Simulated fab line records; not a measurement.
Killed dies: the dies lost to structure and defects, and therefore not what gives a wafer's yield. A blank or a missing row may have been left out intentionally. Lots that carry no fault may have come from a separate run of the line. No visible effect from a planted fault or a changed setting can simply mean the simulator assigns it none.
fab line records + flow n5Finfet
record
- lots=7
- wafers=18
- lastDay=19
route steps=1938 shown SD_EPI_N@266 PASSIVATION@1936
lots with no fault: from the same line, run without faults
startH: hours from the record's first day to the start of the lot's first wafer shown + waitH: how many hours have passed since the lot's step before this one + " repeats the value in the row above + L1.1+2: a single row standing in for several wafers + - no value, or no start given + * or withheld: withheld + < > ~ a bound
route shown NAME@n: a module of which the file shows steps, and the number in the route of the first + usual: mean/standard deviation taken from wafers without a fault + same: alike in all rows + chamber/n: place in a boat + sites: readings site by site + _std_site: standard deviation of those values + _edge_site: outer sites' mean less inner sites' + radiusMm: how far each site lies from the wafer's centre + mask NAME#n: copy n + behind: tool/chamber where the wafer was last shaped + hold: why the lot went on hold/how many hours it stayed there/how the hold came to an end + device: the n, p or np transistor that did not switch + end of line: the same wafers' tests at the end of the route + a step with no rows: only its recipe + killed: the dies lost at the first sort to structure and to defects; this is not the yield of the wafer + map: dies across one wafer; x = killed, . = not, _ = none there
set.NAME: the run value of the setting; set.NAME@STEP: its run value at that earlier step + model.NAME: the simulator's own value behind a step, which no gauge read
a table for each step, a row for each wafer; lots at some steps of the route
services: a tool's chamber out of use, with start hour (startH, from the record's first day; less than 0 if before it), hours out, and reason
## steps
# step N5_SD_EPI_N_SOFTBAKE_04
# recipe
- tempC=110
- timeS=60
- resist=CAR-ArF-block
# step N5_SD_EPI_N_EXPOSE_06
# recipe
- maskId=SD_N_BLK
- na=1.35
- sourceShape=conventional
- sigmaOuter=0.8
- polarization=unpolarized
- targetCdNm=120
- doseMj=39.75
# step N5_SD_EPI_N_PEB_07
# recipe
- pebTempC=110
- pebTimeS=60
- resist=CAR-ArF-block
# step N5_SD_EPI_N_DEVELOP_08
# recipe
- developTimeS=30
- developer=TMAH
- resist=CAR-ArF-block
- devTempC=23
- rinseLiquid=diw
- dry=airSpin
# step N5_SD_EPI_N_CD_MEAS_09
# recipe
- targetCdNm=120
- landingEnergyEv=500
- detector=seInlens
# usual
- cdNm=120.2/0.65
| lot.wafer | tool     | chamber | startH | waitH | cdNm  |
|-----------|----------|---------|--------|-------|-------|
| L722.3    | cdSem-02 | 0       | 117.40 | -     | 119.8 |
| L722.4    | "        | 0       | "      | "     | 120.5 |
| L722.5    | "        | 0       | "      | "     | 119.7 |
| L723.1    | cdSem-01 | 0       | 121.79 | -     | 121.1 |
| L723.5    | "        | 0       | "      | "     | 119.3 |
| L723.6    | "        | 0       | "      | "     | 120.0 |
| L726.3    | cdSem-01 | 0       | 139.31 | -     | 120.5 |
| L726.6    | "        | 0       | "      | "     | 121.0 |
| L729.3    | cdSem-03 | 0       | 155.54 | -     | 121.3 |
| L729.6    | "        | 0       | "      | "     | 120.3 |
| L730.3    | cdSem-02 | 0       | 162.52 | -     | 120.6 |
| L730.6    | "        | 0       | "      | "     | 119.8 |
| L732.1    | cdSem-01 | 0       | 174.55 | -     | 120.2 |
| L732.2    | "        | 0       | "      | "     | 119.5 |
| L732.6    | "        | 0       | "      | "     | 119.1 |
| L733.1    | cdSem-03 | 0       | 181.93 | -     | 119.4 |
| L733.4    | "        | 0       | "      | "     | 120.2 |
| L733.6    | "        | 0       | "      | "     | 119.7 |
# step N5_SD_EPI_N_OVL_MEAS_10
# recipe
- pointsPerWafer=44
# usual
- SD_N_BLK_OVL=0.2/0.76
# same
- pointsPerWafer=44
| lot.wafer | tool       | chamber | startH | waitH | SD_N_BLK_OVL[nm] |
|-----------|------------|---------|--------|-------|------------------|
| L722.3    | overlay-02 | 0       | 117.43 | 0.0   | 1.5              |
| L722.4    | "          | 0       | "      | "     | 0.9              |
| L722.5    | "          | 0       | "      | "     | 0.5              |
| L723.1    | overlay-02 | 0       | 121.82 | 0.0   | -0.1             |
| L723.5    | "          | 0       | "      | "     | -0.2             |
| L723.6    | "          | 0       | "      | "     | 0.7              |
| L726.3    | overlay-01 | 0       | 139.34 | 0.0   | 1.3              |
| L726.6    | "          | 0       | "      | "     | -0.9             |
| L729.3    | overlay-01 | 0       | 155.57 | 0.0   | 0.1              |
| L729.6    | "          | 0       | "      | "     | 0.3              |
| L730.3    | overlay-02 | 0       | 162.54 | 0.0   | 1.0              |
| L730.6    | "          | 0       | "      | "     | 0.0              |
| L732.1    | overlay-02 | 0       | 174.58 | 0.0   | 0.3              |
| L732.2    | "          | 0       | "      | "     | 0.6              |
| L732.6    | "          | 0       | "      | "     | 0.8              |
| L733.1    | overlay-02 | 0       | 181.96 | 0.0   | -1.3             |
| L733.4    | "          | 0       | "      | "     | -0.6             |
| L733.6    | "          | 0       | "      | "     | -0.6             |
# step N5_SD_EPI_N_INSPECT_11
# recipe
- mode=adi
- inspectInstrument=macro
# usual
- rawDefectCount=2.1/1.4
| lot.wafer | tool             | chamber | startH | waitH | rawDefectCount |
|-----------|------------------|---------|--------|-------|----------------|
| L722.3    | defectInspect-01 | -       | 117.46 | 0.0   | 3              |
| L722.4    | "                | -       | "      | "     | 5              |
| L722.5    | "                | -       | "      | "     | 1              |
| L723.1    | defectInspect-02 | -       | 121.85 | 0.0   | 2              |
| L723.5    | "                | -       | "      | "     | 1              |
| L723.6    | "                | -       | "      | "     | 0              |
| L726.3    | defectInspect-01 | -       | 139.36 | 0.0   | 2              |
| L726.6    | "                | -       | "      | "     | 1              |
| L729.3    | defectInspect-01 | -       | 155.60 | 0.0   | 4              |
| L729.6    | "                | -       | "      | "     | 2              |
| L730.3    | defectInspect-02 | -       | 162.57 | 0.0   | 3              |
| L730.6    | "                | -       | "      | "     | 4              |
| L732.1    | defectInspect-01 | -       | 174.60 | 0.0   | 2              |
| L732.2    | "                | -       | "      | "     | 1              |
| L732.6    | "                | -       | "      | "     | 1              |
| L733.1    | defectInspect-02 | -       | 181.98 | 0.0   | 1              |
| L733.4    | "                | -       | "      | "     | 1              |
| L733.6    | "                | -       | "      | "     | 5              |
# step N5_SD_EPI_N_DESCUM_14
# recipe
- chemistry=O2
- timeS=7.9
- sourcePowerW=50
- biasPowerW=20
- pressureMtorr=20
- rfFrequencyHz=2.712e+07
- tempC=40
- resist=CAR-ArF-block
- o2FlowSccm=225
# usual
- drypumpMotorCurrentA=5.54/0.28
- o2FlowSccm=225.2/0.64
- oesProductAu=0.77/0.1
- rfVppV=243.0/1.4
- showerheadPlenumPTorr=2.09/0.08
- throttleValvePct=20.37/0.2
| lot.wafer | tool       | chamber | startH | waitH | drypumpMotorCurrentA | o2FlowSccm | oesProductAu | rfHoursCounterH | rfVppV | showerheadPlenumPTorr | throttleValvePct |
|-----------|------------|---------|--------|-------|----------------------|------------|--------------|-----------------|--------|-----------------------|------------------|
| L722.3    | rieDiel-01 | 1       | 117.94 | 0.5   | 5.64                 | 224.4      | 0.71         | 196             | 241.6  | 1.99                  | 20.36            |
| L722.4    | "          | 2       | "      | "     | 5.78                 | 224.5      | 0.74         | 178             | 242.5  | 1.99                  | 20.47            |
| L722.5    | "          | 0       | "      | "     | 5.31                 | 225.6      | 0.72         | -               | 245.8  | 2.16                  | 20.33            |
| L723.1    | rieDiel-03 | 0       | 121.88 | 0.0   | 5.84                 | 225.6      | 0.68         | 254             | 244.5  | 2.14                  | 20.14            |
| L723.5    | "          | 3       | "      | "     | 5.43                 | 225.3      | 0.88         | -               | 243.9  | 2.16                  | 20.59            |
| L723.6    | "          | 0       | "      | "     | 5.82                 | 226.4      | 0.68         | -               | 242.9  | 2.14                  | 20.13            |
| L726.3    | rieDiel-03 | 3       | 139.70 | 0.3   | 5.45                 | 225.3      | 0.88         | 41              | 243.3  | 2.16                  | 20.58            |
| L726.6    | "          | 2       | "      | "     | 4.95                 | 224.9      | 0.97         | -               | 245.5  | 2.24                  | 20.47            |
| L729.3    | rieDiel-03 | 2       | 156.11 | 0.5   | 4.93                 | 225.2      | 0.95         | 11              | 245.4  | 2.24                  | 20.46            |
| L729.6    | "          | 3       | "      | "     | 5.43                 | 224.7      | 0.87         | -               | 243.6  | 2.15                  | 20.60            |
| L730.3    | rieDiel-03 | 1       | 162.64 | 0.1   | 5.85                 | 224.9      | 0.66         | 231             | 244.4  | 2.16                  | 20.66            |
| L730.6    | "          | 1       | "      | "     | 5.84                 | 224.7      | 0.66         | -               | 244.4  | 2.16                  | 20.65            |
| L732.1    | rieDiel-01 | 1       | 174.64 | 0.0   | 5.65                 | 224.6      | 0.69         | 217             | 241.5  | 1.99                  | 20.41            |
| L732.2    | "          | 2       | "      | "     | 5.77                 | 224.7      | 0.72         | 200             | 241.0  | 1.98                  | 20.49            |
| L732.6    | "          | 1       | "      | "     | 5.67                 | 224.5      | 0.69         | -               | 242.5  | 1.99                  | 20.41            |
| L733.1    | rieDiel-04 | 2       | 182.01 | 0.0   | 5.42                 | 223.5      | 0.68         | 249             | 242.7  | 2.06                  | 20.33            |
| L733.4    | "          | 0       | "      | "     | 5.56                 | 225.3      | 0.72         | 215             | 241.8  | 2.07                  | 20.39            |
| L733.6    | "          | 3       | "      | "     | 5.21                 | 224.8      | 0.73         | -               | 243.0  | 2.08                  | 20.31            |
# step N5_SD_EPI_N_ETCH_34
# recipe
- chemistry=CF4
- target=SiARC
- targetDepthA=455
- maskMaterial=CAR-ArF-block
- timeS=75.8
- ionEnergyEv=80
- pressureMtorr=40
- sourceW=545
- biasW=36
- Ar_flow_sccm=100
- cf4FlowSccm=100
- ends=cleared
# usual
- drypumpMotorCurrentA=5.54/0.28
- etchRfOnTimeS=76.1/2.2
- oesProductAu=0.66/0.087
- rfVppV=184.0/1.2
- showerheadPlenumPTorr=2.14/0.074
- throttleValvePct=15.56/0.2
| lot.wafer | tool       | chamber | startH | waitH | drypumpMotorCurrentA | etchRfOnTimeS | oesProductAu | rfHoursCounterH | rfVppV | showerheadPlenumPTorr | throttleValvePct |
|-----------|------------|---------|--------|-------|----------------------|---------------|--------------|-----------------|--------|-----------------------|------------------|
| L722.3    | rieDiel-01 | 1       | 117.98 | 0.0   | 5.66                 | 77.8          | 0.59         | 196             | 183.7  | 2.04                  | 15.56            |
| L722.4    | "          | 2       | "      | "     | 5.79                 | 77.3          | 0.64         | 178             | 182.3  | 2.05                  | 15.74            |
| L722.5    | "          | 0       | "      | "     | 5.33                 | 79.6          | 0.61         | -               | 183.9  | 2.21                  | 15.56            |
| L723.1    | rieDiel-03 | 0       | 121.92 | 0.0   | 5.83                 | 80.3          | 0.57         | 254             | 184.7  | 2.18                  | 15.41            |
| L723.5    | "          | 3       | "      | "     | 5.42                 | 72.3          | 0.76         | -               | 184.0  | 2.17                  | 15.45            |
| L723.6    | "          | 0       | "      | "     | 5.83                 | 80.4          | 0.57         | -               | 183.9  | 2.18                  | 15.42            |
| L726.3    | rieDiel-03 | 3       | 139.74 | 0.0   | 5.43                 | 73.5          | 0.75         | 41              | 182.7  | 2.17                  | 15.45            |
| L726.6    | "          | 2       | "      | "     | 4.94                 | 72.5          | 0.83         | -               | 184.1  | 2.29                  | 15.52            |
| L729.3    | rieDiel-03 | 2       | 156.14 | 0.0   | 4.90                 | 71.8          | 0.83         | 11              | 184.8  | 2.28                  | 15.50            |
| L729.6    | "          | 3       | "      | "     | 5.45                 | 72.5          | 0.75         | -               | 184.8  | 2.16                  | 15.46            |
| L730.3    | rieDiel-03 | 1       | 162.67 | 0.0   | 5.84                 | 74.9          | 0.59         | 231             | 185.3  | 2.21                  | 15.91            |
| L730.6    | "          | 1       | "      | "     | 5.83                 | 75.7          | 0.59         | -               | 184.4  | 2.21                  | 15.92            |
| L732.1    | rieDiel-01 | 1       | 174.67 | 0.0   | 5.63                 | 77.2          | 0.59         | 217             | 182.9  | 2.03                  | 15.61            |
| L732.2    | "          | 2       | "      | "     | 5.75                 | 78.6          | 0.61         | 200             | 183.1  | 2.04                  | 15.78            |
| L732.6    | "          | 1       | "      | "     | 5.62                 | 77.8          | 0.58         | -               | 182.3  | 2.03                  | 15.60            |
| L733.1    | rieDiel-04 | 2       | 182.05 | 0.0   | 5.40                 | 76.0          | 0.59         | 249             | 183.7  | 2.11                  | 15.64            |
| L733.4    | "          | 0       | "      | "     | 5.52                 | 77.6          | 0.61         | 215             | 182.6  | 2.12                  | 15.57            |
| L733.6    | "          | 3       | "      | "     | 5.23                 | 75.5          | 0.64         | -               | 185.4  | 2.13                  | 15.58            |
# step N5_SD_EPI_N_ETCH_35
# recipe
- chemistry=N2/H2
- target=SOC
- overetchA=1080
- maskMaterial=SiARC
- tempC=40
- ionEnergyEv=100
- sourceW=3000
- biasW=133
- pressureMtorr=20
- timeS=486
- n2FlowSccm=200
- h2FlowSccm=200
# usual
- drypumpMotorCurrentA=5.55/0.28
- oesProductAu=0.69/0.082
- rfVppV=240.6/1.4
- showerheadPlenumPTorr=2.54/0.093
- throttleValvePct=23.73/0.27
| lot.wafer | tool       | chamber | startH | waitH | drypumpMotorCurrentA | oesProductAu | rfHoursCounterH | rfVppV | showerheadPlenumPTorr | throttleValvePct |
|-----------|------------|---------|--------|-------|----------------------|--------------|-----------------|--------|-----------------------|------------------|
| L722.3    | rieDiel-01 | 1       | 118.04 | 0.0   | 5.64                 | 0.63         | 196             | 239.0  | 2.41                  | 23.58            |
| L722.4    | "          | 2       | "      | "     | 5.78                 | 0.67         | 178             | 239.1  | 2.42                  | 23.70            |
| L722.5    | "          | 0       | "      | "     | 5.33                 | 0.66         | -               | 240.8  | 2.63                  | 23.93            |
| L723.1    | rieDiel-03 | 0       | 121.97 | 0.0   | 5.85                 | 0.62         | 254             | 241.2  | 2.61                  | 23.54            |
| L723.5    | "          | 3       | "      | "     | 5.46                 | 0.78         | -               | 242.5  | 2.59                  | 23.83            |
| L723.6    | "          | 0       | "      | "     | 5.87                 | 0.62         | -               | 240.5  | 2.61                  | 23.52            |
| L726.3    | rieDiel-03 | 3       | 139.79 | 0.0   | 5.43                 | 0.78         | 41              | 242.0  | 2.58                  | 23.83            |
| L726.6    | "          | 2       | "      | "     | 4.95                 | 0.85         | -               | 243.2  | 2.71                  | 23.93            |
| L729.3    | rieDiel-03 | 2       | 156.20 | 0.0   | 4.96                 | 0.83         | 11              | 243.1  | 2.71                  | 23.94            |
| L729.6    | "          | 3       | "      | "     | 5.44                 | 0.76         | -               | 241.9  | 2.58                  | 23.84            |
| L730.3    | rieDiel-03 | 1       | 162.73 | 0.0   | 5.85                 | 0.61         | 231             | 242.0  | 2.61                  | 24.09            |
| L730.6    | "          | 1       | "      | "     | 5.85                 | 0.61         | -               | 242.0  | 2.61                  | 24.10            |
| L732.1    | rieDiel-01 | 1       | 174.73 | 0.0   | 5.64                 | 0.62         | 217             | 239.6  | 2.40                  | 23.59            |
| L732.2    | "          | 2       | "      | "     | 5.79                 | 0.66         | 200             | 238.1  | 2.41                  | 23.73            |
| L732.6    | "          | 1       | "      | "     | 5.65                 | 0.62         | -               | 238.4  | 2.40                  | 23.60            |
| L733.1    | rieDiel-04 | 2       | 182.10 | 0.0   | 5.41                 | 0.62         | 250             | 239.4  | 2.49                  | 23.44            |
| L733.4    | "          | 0       | "      | "     | 5.50                 | 0.64         | 215             | 240.9  | 2.52                  | 24.09            |
| L733.6    | "          | 3       | "      | "     | 5.19                 | 0.67         | -               | 240.3  | 2.54                  | 23.97            |
# step N5_SD_EPI_N_STRIP_36
# recipe
- chemistry=N2/H2
- tempC=40
- n2FlowSccm=200
- h2FlowSccm=200
- rfFrequencyHz=6e+07
# step N5_SD_EPI_N_ETCHBACK_44
# recipe
- chemistry=CH3F/O2
- mode=anisotropicEtchback
- target=SiNx
- targetDepthA=145
- stopOn=SiO2
- overEtchFrac=0.3
- ionEnergyEv=120
- pressureMtorr=30
- sourceW=395
- biasW=73
- Ar_flow_sccm=150
- CH3F_flow_sccm=30
- O2_flow_sccm=20
# usual
- drypumpMotorCurrentA=5.54/0.28
- oes_ar_750_au=0.78/0.093
- oesProductAu=0.66/0.078
- rfVppV=294/4.5
- showerheadPlenumPTorr=2.00/0.074
- throttleValvePct=16.30/0.2
| lot.wafer | tool       | chamber | startH | waitH | drypumpMotorCurrentA | oes_ar_750_au | oesProductAu | rfHoursCounterH | rfVppV | showerheadPlenumPTorr | throttleValvePct |
|-----------|------------|---------|--------|-------|----------------------|---------------|--------------|-----------------|--------|-----------------------|------------------|
| L722.3    | rieDiel-01 | 1       | 118.36 | 0.0   | 5.65                 | 0.70          | 0.60         | 196             | 301    | 1.90                  | 16.28            |
| L722.4    | "          | 2       | "      | "     | 5.78                 | 0.75          | 0.65         | 178             | 292    | 1.91                  | 16.47            |
| L722.5    | "          | 0       | "      | "     | 5.34                 | 0.72          | 0.63         | -               | 298    | 2.07                  | 16.33            |
| L723.1    | rieDiel-03 | 0       | 122.30 | 0.0   | 5.83                 | 0.69          | 0.59         | 254             | 296    | 2.05                  | 16.18            |
| L723.5    | "          | 3       | "      | "     | 5.47                 | 0.87          | 0.75         | -               | 283    | 2.02                  | 16.18            |
| L723.6    | "          | 0       | "      | "     | 5.82                 | 0.68          | 0.59         | -               | 296    | 2.05                  | 16.16            |
| L726.3    | rieDiel-03 | 3       | 140.12 | 0.0   | 5.44                 | 0.87          | 0.73         | 41              | 285    | 2.02                  | 16.20            |
| L726.6    | "          | 2       | "      | "     | 4.94                 | 0.98          | 0.81         | -               | 292    | 2.15                  | 16.31            |
| L729.3    | rieDiel-03 | 2       | 156.52 | 0.0   | 4.92                 | 0.95          | 0.80         | 11              | 290    | 2.15                  | 16.31            |
| L729.6    | "          | 3       | "      | "     | 5.44                 | 0.86          | 0.73         | -               | 284    | 2.02                  | 16.19            |
| L730.3    | rieDiel-03 | 1       | 163.05 | 0.0   | 5.83                 | 0.69          | 0.58         | 231             | 293    | 2.07                  | 16.66            |
| L730.6    | "          | 1       | "      | "     | 5.86                 | 0.70          | 0.58         | -               | 294    | 2.07                  | 16.66            |
| L732.1    | rieDiel-01 | 1       | 175.05 | 0.0   | 5.64                 | 0.69          | 0.60         | 217             | 301    | 1.89                  | 16.33            |
| L732.2    | "          | 2       | "      | "     | 5.78                 | 0.73          | 0.62         | 200             | 295    | 1.90                  | 16.49            |
| L732.6    | "          | 1       | "      | "     | 5.64                 | 0.68          | 0.59         | -               | 300    | 1.89                  | 16.34            |
| L733.1    | rieDiel-04 | 2       | 182.43 | 0.0   | 5.39                 | 0.69          | 0.58         | 250             | 294    | 1.96                  | 16.31            |
| L733.4    | "          | 0       | "      | "     | 5.52                 | 0.72          | 0.62         | 215             | 290    | 1.99                  | 16.34            |
| L733.6    | "          | 3       | "      | "     | 5.21                 | 0.74          | 0.63         | -               | 297    | 1.98                  | 16.28            |
# step N5_SD_EPI_N_ETCH_45
# recipe
- chemistry=CH3F/O2
- target=SiOCN
- targetDepthA=60
- maskMaterial=SOC
- ionEnergyEv=60
- biasW=29
- pressureMtorr=15
- sourceW=410
- Ar_flow_sccm=150
- CH3F_flow_sccm=30
- O2_flow_sccm=20
# usual
- drypumpMotorCurrentA=5.53/0.28
- oesProductAu=0.77/0.098
- rfVppV=127.4/1.1
- showerheadPlenumPTorr=1.99/0.074
- throttleValvePct=23.25/0.21
| lot.wafer | tool       | chamber | startH | waitH | drypumpMotorCurrentA | oesProductAu | rfHoursCounterH | rfVppV | showerheadPlenumPTorr | throttleValvePct | model.etch.depthNm |
|-----------|------------|---------|--------|-------|----------------------|--------------|-----------------|--------|-----------------------|------------------|--------------------|
| L722.3    | rieDiel-01 | 1       | 118.46 | 0.1   | 5.64                 | 0.70         | 196             | 127.1  | 1.89                  | 23.17            | 5.847              |
| L722.4    | "          | 2       | "      | "     | 5.77                 | 0.74         | 178             | 126.0  | 1.90                  | 23.34            | 5.843              |
| L722.5    | "          | 0       | "      | "     | 5.32                 | 0.71         | -               | 126.4  | 2.06                  | 23.25            | 5.683              |
| L723.1    | rieDiel-03 | 0       | 122.40 | 0.1   | 5.81                 | 0.67         | 254             | 126.8  | 2.04                  | 22.96            | 5.662              |
| L723.5    | "          | 3       | "      | "     | 5.43                 | 0.88         | -               | 126.6  | 2.02                  | 23.24            | 6.093              |
| L723.6    | "          | 0       | "      | "     | 5.83                 | 0.67         | -               | 126.4  | 2.04                  | 22.97            | 5.68               |
| L726.3    | rieDiel-03 | 3       | 140.22 | 0.1   | 5.45                 | 0.87         | 41              | 127.5  | 2.02                  | 23.23            | 4.335              |
| L726.6    | "          | 2       | "      | "     | 4.95                 | 0.96         | -               | 129.0  | 2.14                  | 23.48            | 6.157              |
| L729.3    | rieDiel-03 | 2       | 156.62 | 0.1   | 4.95                 | 0.94         | 11              | 129.4  | 2.14                  | 23.47            | 4.33               |
| L729.6    | "          | 3       | "      | "     | 5.43                 | 0.86         | -               | 128.2  | 2.01                  | 23.26            | 6.104              |
| L730.3    | rieDiel-03 | 1       | 163.15 | 0.1   | 5.84                 | 0.68         | 231             | 126.2  | 2.07                  | 23.66            | 4.241              |
| L730.6    | "          | 1       | "      | "     | 5.84                 | 0.67         | -               | 128.3  | 2.07                  | 23.63            | 5.914              |
| L732.1    | rieDiel-01 | 1       | 175.15 | 0.1   | 5.65                 | 0.69         | 217             | 127.6  | 1.89                  | 23.19            | 5.983              |
| L732.2    | "          | 2       | "      | "     | 5.77                 | 0.72         | 200             | 127.0  | 1.90                  | 23.37            | 5.81               |
| L732.6    | "          | 1       | "      | "     | 5.63                 | 0.69         | -               | 127.8  | 1.89                  | 23.18            | 5.929              |
| L733.1    | rieDiel-04 | 2       | 182.53 | 0.1   | 5.41                 | 0.67         | 250             | 126.6  | 1.96                  | 23.16            | 5.886              |
| L733.4    | "          | 0       | "      | "     | 5.51                 | 0.71         | 215             | 126.5  | 1.98                  | 23.33            | 5.805              |
| L733.6    | "          | 3       | "      | "     | 5.21                 | 0.74         | -               | 126.9  | 1.98                  | 23.13            | 5.964              |
# step N5_SD_EPI_N_ETCH_16
# recipe
- chemistry=CHF3/O2
- target=SiO2
- targetDepthA=50
- maskMaterial=SOC
- pressureMtorr=30
- sourceW=650
- biasW=170
- Ar_flow_sccm=200
- CHF3_flow_sccm=50
- O2_flow_sccm=5
- ionEnergyEv=200
# usual
- drypumpMotorCurrentA=5.54/0.28
- oes_ar_750_au=0.78/0.094
- oesProductAu=0.77/0.099
- rfVppV=517/8.5
- showerheadPlenumPTorr=2.41/0.085
- throttleValvePct=18.84/0.2
| lot.wafer | tool       | chamber | startH | waitH | drypumpMotorCurrentA | oes_ar_750_au | oesProductAu | rfHoursCounterH | rfVppV | showerheadPlenumPTorr | throttleValvePct |
|-----------|------------|---------|--------|-------|----------------------|---------------|--------------|-----------------|--------|-----------------------|------------------|
| L722.3    | rieDiel-01 | 1       | 118.56 | 0.1   | 5.65                 | 0.70          | 0.70         | 196             | 531    | 2.30                  | 18.82            |
| L722.4    | "          | 2       | "      | "     | 5.76                 | 0.75          | 0.75         | 178             | 519    | 2.31                  | 19.01            |
| L722.5    | "          | 0       | "      | "     | 5.33                 | 0.72          | 0.72         | -               | 523    | 2.49                  | 18.85            |
| L723.1    | rieDiel-03 | 0       | 122.50 | 0.1   | 5.82                 | 0.68          | 0.67         | 254             | 522    | 2.47                  | 18.67            |
| L723.5    | "          | 3       | "      | "     | 5.44                 | 0.88          | 0.89         | -               | 500    | 2.43                  | 18.74            |
| L723.6    | "          | 0       | "      | "     | 5.83                 | 0.68          | 0.66         | -               | 520    | 2.47                  | 18.67            |
| L726.3    | rieDiel-03 | 3       | 140.32 | 0.1   | 5.44                 | 0.87          | 0.87         | 41              | 500    | 2.43                  | 18.75            |
| L726.6    | "          | 2       | "      | "     | 4.92                 | 0.98          | 0.97         | -               | 512    | 2.58                  | 18.92            |
| L729.3    | rieDiel-03 | 2       | 156.72 | 0.1   | 4.93                 | 0.97          | 0.96         | 11              | 513    | 2.58                  | 18.94            |
| L729.6    | "          | 3       | "      | "     | 5.43                 | 0.86          | 0.87         | -               | 499    | 2.43                  | 18.76            |
| L730.3    | rieDiel-03 | 1       | 163.25 | 0.1   | 5.84                 | 0.70          | 0.67         | 231             | 516    | 2.49                  | 19.21            |
| L730.6    | "          | 1       | "      | "     | 5.85                 | 0.70          | 0.68         | -               | 517    | 2.49                  | 19.21            |
| L732.1    | rieDiel-01 | 1       | 175.25 | 0.1   | 5.64                 | 0.68          | 0.68         | 217             | 531    | 2.29                  | 18.87            |
| L732.2    | "          | 2       | "      | "     | 5.79                 | 0.73          | 0.72         | 200             | 518    | 2.30                  | 19.05            |
| L732.6    | "          | 1       | "      | "     | 5.65                 | 0.69          | 0.69         | -               | 531    | 2.29                  | 18.88            |
| L733.1    | rieDiel-04 | 2       | 182.63 | 0.1   | 5.41                 | 0.69          | 0.68         | 250             | 518    | 2.36                  | 18.76            |
| L733.4    | "          | 0       | "      | "     | 5.50                 | 0.72          | 0.71         | 215             | 510    | 2.39                  | 18.83            |
| L733.6    | "          | 3       | "      | "     | 5.22                 | 0.73          | 0.74         | -               | 522    | 2.39                  | 18.81            |
# step N5_PASSIVATION_PROBE_49
# usual
- killed_at_M0_to_M3=33/11
- killed_at_M4_up=15/6.2
- killedAtContacts=13/6.5
- killedAtFrontEnd=38/11
- killedAtOther=3.4/2.6
- killedDies=102/17
- killedOpen=67/12
- killedShort=34/7.9
# same
- grossDies=1180
- killedAtBackSide=0
| lot.wafer | tool      | chamber | startH | waitH | killed_at_M0_to_M3 | killed_at_M4_up | killedAtContacts | killedAtFrontEnd | killedAtOther | killedDies | killedOpen | killedShort |
|-----------|-----------|---------|--------|-------|--------------------|-----------------|------------------|------------------|---------------|------------|------------|-------------|
| L722.3    | prober-02 | -       | 346.76 | 0.1   | 26                 | 26              | 14               | 33               | 7             | 106        | 66         | 39          |
| L722.4    | prober-02 | -       | 346.81 | 0.2   | 30                 | 14              | 13               | 53               | 3             | 113        | 66         | 47          |
| L722.5    | prober-02 | -       | 346.86 | 0.2   | 38                 | 26              | 6                | 34               | 0             | 104        | 71         | 32          |
| L730.3    | prober-02 | -       | 435.94 | 0.1   | 37                 | 13              | 9                | 55               | 2             | 116        | 84         | 29          |
| L730.6    | prober-02 | -       | 436.09 | 0.3   | 39                 | 17              | 14               | 36               | 5             | 111        | 79         | 29          |
# killed by level:class
L722.3 MOL_CONTACT_COAG:geometricParticle:open=13 FIN_SAQP:geometricParticle:short=10 BEOL_M4:geometricParticle:open=10 BEOL_M1:geometricParticle:open=9 BEOL_M5:geometricParticle:open=5 BEOL_M2:geometricParticle:open=4 BEOL_M4:geometricParticle:short=4 FIN_SAQP:geometricParticle:open=3
L722.4 FIN_SAQP:geometricParticle:short=20 FIN_SAQP:geometricParticle:open=13 MOL_CONTACT_COAG:geometricParticle:open=10 BEOL_M1:geometricParticle:short=8 BEOL_M1:geometricParticle:open=8 GATE_CUT:geometricParticle:open=4 BEOL_M0_SAQP:geometricParticle:open=4 DUMMY_GATE:geometricParticle:open=3
L722.5 BEOL_M4:geometricParticle:open=15 FIN_SAQP:geometricParticle:open=13 BEOL_M1:geometricParticle:open=13 FIN_SAQP:geometricParticle:short=7 BEOL_M1:geometricParticle:short=7 BEOL_M2:geometricParticle:open=7 MOL_CONTACT_COAG:geometricParticle:open=5 STI_FIN_REVEAL:geometricParticle:open=4
L730.3 FIN_SAQP:geometricParticle:open=20 BEOL_M3:geometricParticle:open=17 STI_FIN_REVEAL:geometricParticle:open=9 BEOL_M2:geometricParticle:open=8 FIN_SAQP:geometricParticle:short=6 MOL_CONTACT_COAG:geometricParticle:open=6 BEOL_M1:geometricParticle:open=5 BEOL_M4:geometricParticle:open=5
L730.6 FIN_SAQP:geometricParticle:open=10 MOL_CONTACT_COAG:geometricParticle:open=10 BEOL_M3:geometricParticle:open=9 BEOL_M2:geometricParticle:open=7 BEOL_M0:geometricParticle:open=6 STI_FIN_REVEAL:geometricParticle:open=5 DUMMY_GATE:geometricParticle:open=5 BEOL_M1:geometricParticle:open=5
## services
| tool       | chamber | startH | hours | kind                         |
|------------|---------|--------|-------|------------------------------|
| rieDiel-01 | 1       | 97.91  | 3.7   | repair                       |
| rieDiel-03 | 2       | 100.81 | -     | clean                        |
| rieDiel-03 | 2       | 100.81 | -     | consumableReplace:focusRing  |
| rieDiel-03 | 2       | 100.81 | -     | consumableReplace:showerhead |
| rieDiel-03 | 2       | 100.81 | 25.0  | scheduledDown                |
| rieDiel-03 | 2       | 100.81 | 25.0  | ventCycle                    |
| rieDiel-03 | 0       | 125.80 | -     | clean                        |
| rieDiel-03 | 0       | 125.80 | -     | consumableReplace:focusRing  |
| rieDiel-03 | 0       | 125.80 | 22.3  | scheduledDown                |
| rieDiel-03 | 0       | 125.80 | 22.3  | ventCycle                    |
| rieDiel-01 | 0       | 130.07 | 9.3   | repair                       |
| rieDiel-01 | -       | 130.59 | 0.9   | repair                       |
| rieDiel-03 | -       | 149.57 | 2.8   | pm                           |
| rieDiel-04 | 0       | 165.31 | 3.0   | repair                       |
## key
firstSign none at tools or gauges
modelEffect
- step=N5_SD_EPI_N_ETCH_45
- value=etch.depthNm
- without=6.065
- struck=4.302
metAt N5_SD_EPI_N_ETCH_45
struckWafers L726.3,L729.3,L730.3
testerLeftOut L726,L729,L730
onsetBetween 122.40 140.22
fault
- kind=processParameterDrift
- tool=rieDiel-03
- chamber=-
- onsetH=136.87
- steps=N5_SD_EPI_N_ETCH_45
- channel=targetDepthA
- offset=-17.444
- shape=step
- endH=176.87
- scope=struckWafersOnly
- actsIn=theseRecipesOnly
- stated=60
# testerLeftOut: of these lots the tester's yield and bins aren't shown, on N5 and GAA mostly nor the transistor test; their killed dies are dies lost to structure and defects alone, not to doping, threshold or leakage, so they don't give the yield
